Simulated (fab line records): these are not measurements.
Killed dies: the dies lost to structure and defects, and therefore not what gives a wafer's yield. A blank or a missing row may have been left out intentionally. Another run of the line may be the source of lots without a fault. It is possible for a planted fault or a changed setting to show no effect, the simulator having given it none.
Check of tool commonality ; flow nand-harc ; 36 wafers sampled across 12 lots

## THE REASON FOR OPENING IT
Flagged at NHARC_P_ZERO_WELL_INSPECT_43: reading raw-defect-count, on 2 of 12 lots. No-fault wafers: 13, standard deviation 6.
Rule: a lot is flagged in two cases, either no wafer of it has a number, or all its wafers with numbers fall more than 4 standard deviations from that mean. As for the other lots, they are considered sound.

lot;measured;on;raw-defect-count, wafer by wafer;flag
L950;day 1 19:47;defect-inspect-01;7 11 6;
L951;day 2 01:28;defect-inspect-01;9 7 5;
L953;day 2 13:47;defect-inspect-01;15 26 13;
L954;day 2 19:55;defect-inspect-02;431 430 445;FLAGGED
L956;day 3 07:41;defect-inspect-02;430 412 430;FLAGGED
L963;day 5 05:58;defect-inspect-01;9 10 11;
L965;day 5 13:28;defect-inspect-01;15 17 14;
L967;day 6 01:34;defect-inspect-02;10 34 25;
L968;day 6 07:44;defect-inspect-01;5 7 15;
L969;day 6 13:38;defect-inspect-01;12 20 14;
L970;day 6 19:51;defect-inspect-02;10 9 17;
L971;day 7 01:29;defect-inspect-02;13 11 20;
The mean of the flagged lots' numbers is 430, +417 from the usual (+69 standard deviations).

## EACH LOT AND THE TOOL IT RAN ON
Before the reading, the record contains 2 process steps out of a 1159-step route. Cell contents, in order: the tool; ch with the chambers the sampled wafers went through; the start.
lot;flag;NHARC_P_ZERO_WELL_PECVD_02;NHARC_P_ZERO_WELL_ETCH_62
L950;;pecvd-01 ch 0,1, day 1 12:29;rie-diel-07 ch 1,2,3, day 1 19:47 or earlier
L951;;pecvd-01 ch 1,2, day 1 18:27;rie-diel-07 ch 1,2,3, day 2 01:28 or earlier
L953;;pecvd-01 ch 0,1, day 2 06:31;rie-diel-07 ch 0,2, day 2 13:47 or earlier
L954;FLAGGED;pecvd-01 ch 0,2, day 2 12:45;rie-diel-07 ch 0,3, day 2 19:55 or earlier
L956;FLAGGED;pecvd-01 ch 0,1,2, day 3 00:30;rie-diel-09 ch 0,1, day 3 07:41 or earlier
L963;;pecvd-02 ch 0,1, day 4 18:28;rie-diel-07 ch 1,2,3, day 5 05:58 or earlier
L965;;pecvd-02 ch 1,2, day 5 06:31;rie-diel-09 ch 0,3, day 5 13:28 or earlier
L967;;pecvd-02 ch 0,1,2, day 5 18:26;rie-diel-09 ch 2,3, day 6 01:34 or earlier
L968;;pecvd-01 ch 0,1,2, day 6 00:30;rie-diel-09 ch 2,3, day 6 07:44 or earlier
L969;;pecvd-03 ch 1,2, day 6 06:27;rie-diel-09 ch 0,1,3, day 6 13:38 or earlier
L970;;pecvd-02 ch 0,1, day 6 12:33;rie-diel-07 ch 1,3, day 6 19:51 or earlier
L971;;pecvd-03 ch 0,1,2, day 6 18:34;rie-diel-04 ch 0,1, day 7 01:29 or earlier
What is done by these steps:
- NHARC_P_ZERO_WELL_PECVD_02: deposits SiO2, target thk 10 nm.
- NHARC_P_ZERO_WELL_ETCH_62: etches the open film in CHF3/Ar, target depth 13 nm, time 6.5 s.
- NHARC_P_ZERO_WELL_INSPECT_43

## FLAGGED AGAINST TOTAL, ONE TOOL AT A TIME (gauges that did the reading follow at the end)
step;tool;lots run;flagged;share of the flagged lots;sound lots run after its first flagged lot
NHARC_P_ZERO_WELL_PECVD_02;pecvd-01;6;2;all;1 (L968)
NHARC_P_ZERO_WELL_PECVD_02;pecvd-02;4;0;none;-
NHARC_P_ZERO_WELL_PECVD_02;pecvd-03;2;0;none;-
NHARC_P_ZERO_WELL_ETCH_62;rie-diel-04;1;0;none;-
NHARC_P_ZERO_WELL_ETCH_62;rie-diel-07;6;1;some;2 (L963,L970)
NHARC_P_ZERO_WELL_ETCH_62;rie-diel-09;5;1;some;4 (L965,L967,L968,L969)
NHARC_P_ZERO_WELL_INSPECT_43;defect-inspect-01;7;0;none;-
NHARC_P_ZERO_WELL_INSPECT_43;defect-inspect-02;5;2;all;3 (L967,L970,L971)
With no start given for some of its lots, NHARC_P_ZERO_WELL_ETCH_62 uses the hours and lot order of NHARC_P_ZERO_WELL_INSPECT_43.

## WHAT THE TABLE PERMITS
pecvd-01 at NHARC_P_ZERO_WELL_PECVD_02 and defect-inspect-02 at NHARC_P_ZERO_WELL_INSPECT_43 are the 2 rows of the table that ran each flagged lot.
- pecvd-01 at NHARC_P_ZERO_WELL_PECVD_02 ran 6 lots, 2 of them flagged. Lots that were sound ran on it after the first flagged one (L968); a persistent fault on the entire tool would not allow that.
- defect-inspect-02 at NHARC_P_ZERO_WELL_INSPECT_43 ran 5 lots, 2 of them flagged. Lots that were sound ran on it after the first flagged one (L967, L970, L971); a persistent fault on the entire tool would not allow that.
No row of the table ran every flagged lot and no sound lot after the first.

## WHAT THE SIMULATOR HAD PUT IN
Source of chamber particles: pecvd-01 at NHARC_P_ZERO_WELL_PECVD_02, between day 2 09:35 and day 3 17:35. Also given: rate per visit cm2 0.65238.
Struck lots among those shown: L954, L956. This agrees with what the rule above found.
